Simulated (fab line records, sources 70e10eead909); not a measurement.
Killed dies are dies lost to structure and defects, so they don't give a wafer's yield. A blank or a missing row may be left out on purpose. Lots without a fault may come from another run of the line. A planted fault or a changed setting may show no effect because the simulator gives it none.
Chamber matching | flow nand_harc | NHARC_A_STAIRCASE_DESCUM_291 on rie_diel-06: 4 sister chambers
The step chemistry O2, time 3 s. 4 wafers are shown with their chamber, then 9 later ones without.

WAFERS WITH THEIR CHAMBER
wafer  | chamber | showerhead_plenum_p_Torr (Torr)
L089.5 | 1       | 1.93
L091.1 | 2       | 2.06
L091.2 | 3       | 1.77
L091.6 | 0       | 1.84

WAFERS WITHOUT THEIR CHAMBER
wafer  | showerhead_plenum_p_Torr (Torr)
L092.2 | 1.84
L092.3 | 1.77
L092.6 | 1.84
L094.2 | 1.84
L094.4 | 1.92
L094.6 | 1.84
L096.3 | 1.77
L096.4 | 2.06
L096.5 | 1.84

WHICH CHAMBER EACH WENT THROUGH
wafer  | from the rows above | in truth
L092.2 | 0                   | 0
L092.3 | 3                   | 3
L092.6 | 0                   | 0
L094.2 | 0                   | 0
L094.4 | 1                   | 1
L094.6 | 0                   | 0
L096.3 | 3                   | 3
L096.4 | 2                   | 2
L096.5 | 0                   | 0
Placed correctly: 9 of 9. Can't be placed from these rows: 0. Placed wrongly: 0.
How it was worked out, from the rows above alone: a wafer's distance from a chamber is the root of the sum, over the readings, of the square of ((its reading less the chamber's mean) divided by the reading's scatter). The wafer belongs to the nearest chamber; if the next one is less than 2 further off, it can't be placed. A chamber's mean is the mean of its shown wafers. The scatter: with one shown wafer a chamber, the root of the mean of the squares of how far each hidden wafer lies from its nearest shown one.
